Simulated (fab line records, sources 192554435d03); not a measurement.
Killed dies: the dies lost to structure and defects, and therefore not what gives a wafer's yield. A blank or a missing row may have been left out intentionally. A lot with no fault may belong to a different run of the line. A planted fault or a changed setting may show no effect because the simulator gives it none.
Matching of chambers + flow n5-finfet + N5_BEOL_M4_PECVD_72 on pecvd-01: 3 sister chambers
The step deposits SiO2 from TEOS/O2, target thk 16 nm, time 18 s. 6 wafers are shown with their chamber, then 12 later ones without.

== WAFERS, EACH WITH ITS CHAMBER ==
| wafer  | chamber | throttle-valve-pct (%) | showerhead-plenum-p-Torr (Torr) |
|--------|---------|------------------------|---------------------------------|
| L086.5 | 1       | 22.5                   | 8.89                            |
| L085.5 | 2       | 21.2                   | 8.76                            |
| L085.6 | 0       | 21.3                   | 8.90                            |
| L089.2 | 1       | 22.5                   | 8.87                            |
| L089.3 | 2       | 21.0                   | 8.75                            |
| L089.5 | 0       | 21.5                   | 8.92                            |

== WAFERS WHOSE CHAMBER IS MISSING ==
| wafer  | throttle-valve-pct (%) | showerhead-plenum-p-Torr (Torr) |
|--------|------------------------|---------------------------------|
| L092.2 | 22.3                   | 8.87                            |
| L092.3 | 21.2                   | 8.78                            |
| L092.6 | 21.5                   | 8.89                            |
| L095.2 | 22.7                   | 8.87                            |
| L095.4 | 21.3                   | 8.91                            |
| L095.5 | 21.1                   | 8.78                            |
| L096.3 | 21.3                   | 8.88                            |
| L096.4 | 21.4                   | 8.77                            |
| L096.5 | 22.4                   | 8.89                            |
| L097.1 | 22.6                   | 8.85                            |
| L097.3 | 21.2                   | 8.90                            |
| L097.4 | 21.4                   | 8.75                            |

== CHAMBER TAKEN BY EACH ==
| wafer  | from the rows above | in truth |
|--------|---------------------|----------|
| L092.2 | 1                   | 1        |
| L092.3 | 2                   | 2        |
| L092.6 | 0                   | 0        |
| L095.2 | 1                   | 1        |
| L095.4 | 0                   | 0        |
| L095.5 | 2                   | 2        |
| L096.3 | 0                   | 0        |
| L096.4 | 2                   | 2        |
| L096.5 | 1                   | 1        |
| L097.1 | 1                   | 1        |
| L097.3 | 0                   | 0        |
| L097.4 | 2                   | 2        |
Correct placement for 12 of the 12. Can't be placed from these rows: 0. Wrongly placed: 0.
How it was worked out, from the rows above alone: a wafer's distance from a chamber is the root of the sum, over the readings, of the square of ((its reading less the chamber's mean) divided by the reading's scatter). The wafer belongs to the nearest chamber; if the next one is less than 2 further off, it can't be placed. For every chamber, the mean is computed from those of its wafers that are shown. The scatter: take each reading less its chamber's mean, square it, sum over the shown wafers, divide by the number of wafers less the number of chambers, and take the root.
